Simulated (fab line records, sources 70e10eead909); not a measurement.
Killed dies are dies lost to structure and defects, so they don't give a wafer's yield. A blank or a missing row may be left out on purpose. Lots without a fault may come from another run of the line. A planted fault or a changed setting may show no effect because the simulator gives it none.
Chamber matching | flow nand_harc | NHARC_A_CONTACT_ETCH_88 on rie_diel-02: 4 sister chambers
The step etches the open film in CF4, target depth 39 nm, time 65 s. 26 wafers are shown with their chamber, then 12 later ones without.

WAFERS WITH THEIR CHAMBER
wafer  | chamber | showerhead_plenum_p_Torr (Torr) | drypump_motor_current_A (A) | rf_vpp_V (V)
L076.1 | 2       | 1.65                            | 5.8                         | 150.5
L076.2 | 1       | 1.66                            | 5.7                         | 149.2
L076.3 | 0       | 1.87                            | 6.0                         | 152.8
L078.2 | 1       | 1.66                            | 5.7                         | 147.7
L078.5 | 1       | 1.66                            | 5.7                         | 150.5
L078.6 | 3       | 1.66                            | 5.8                         | 149.8
L077.1 | 3       | 1.66                            | 5.9                         | 150.1
L077.2 | 0       | 1.86                            | 6.0                         | 153.6
L077.5 | 0       | 1.86                            | 6.0                         | 152.9
L082.1 | 2       | 1.65                            | 5.8                         | 148.4
L082.2 | 3       | 1.66                            | 5.9                         | 150.1
L082.6 | 1       | 1.66                            | 5.7                         | 150.1
L085.2 | 0       | 1.86                            | 6.0                         | 151.7
L085.4 | 3       | 1.66                            | 5.9                         | 150.0
L085.6 | 0       | 1.86                            | 6.0                         | 152.3
L086.3 | 0       | 1.86                            | 6.0                         | 151.6
L086.4 | 2       | 1.65                            | 5.8                         | 149.5
L086.6 | 0       | 1.86                            | 6.0                         | 151.0
L088.1 | 0       | 1.86                            | 6.0                         | 151.9
L088.3 | 3       | 1.66                            | 5.9                         | 149.9
L088.4 | 2       | 1.64                            | 5.8                         | 150.2
L091.3 | 1       | 1.66                            | 5.7                         | 149.6
L091.6 | 3       | 1.66                            | 5.9                         | 150.4
L090.1 | 3       | 1.66                            | 5.8                         | 151.1
L090.3 | 1       | 1.66                            | 5.7                         | 148.2
L090.4 | 0       | 1.86                            | 5.9                         | 152.1

SIGNATURES (means of the wafers above)
reading                  | chamber 0 | chamber 1 | chamber 2 | chamber 3 | scatter within a chamber
showerhead_plenum_p_Torr | 1.8611    | 1.6600    | 1.6475    | 1.6600    | 0.00273
drypump_motor_current_A  | 5.989     | 5.700     | 5.800     | 5.871     | 0.0325
rf_vpp_V                 | 152.211   | 149.217   | 149.650   | 150.200   | 0.816
Rule: a wafer's distance from a chamber is the root of the sum, over the readings, of the square of ((its reading less the chamber's mean) divided by the reading's scatter). The wafer belongs to the nearest chamber; if the next one is less than 2 further off, it can't be placed. The scatter: the root of (the sum of the squares of (reading less its chamber's mean) over the shown wafers, divided by (wafers less chambers)).

WAFERS WITHOUT THEIR CHAMBER
wafer  | showerhead_plenum_p_Torr (Torr) | drypump_motor_current_A (A) | rf_vpp_V (V)
L093.1 | 1.86                            | 6.0                         | 153.0
L093.4 | 1.64                            | 5.8                         | 150.6
L093.6 | 1.64                            | 5.8                         | 149.7
L092.1 | 1.64                            | 5.8                         | 150.7
L092.2 | 1.86                            | 6.0                         | 152.1
L092.5 | 1.66                            | 5.9                         | 149.0
L096.2 | 1.66                            | 5.9                         | 149.1
L096.3 | 1.65                            | 5.7                         | 150.0
L096.4 | 1.64                            | 5.8                         | 148.5
L097.1 | 1.64                            | 5.8                         | 149.9
L097.3 | 1.66                            | 5.9                         | 149.7
L097.6 | 1.64                            | 5.8                         | 150.5

WHICH CHAMBER EACH WENT THROUGH
wafer  | from the rows above     | in truth
L093.1 | 0                       | 0
L093.4 | 2                       | 2
L093.6 | 2                       | 2
L092.1 | 2                       | 2
L092.2 | 0                       | 0
L092.5 | 3                       | 3
L096.2 | 3                       | 3
L096.3 | can't be placed: 2 or 1 | 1
L096.4 | 2                       | 2
L097.1 | 2                       | 2
L097.3 | 3                       | 3
L097.6 | 2                       | 2
Placed correctly: 11 of 12. Can't be placed from these rows: 1 (the true chamber is among the candidates in 1). Placed wrongly: 0.
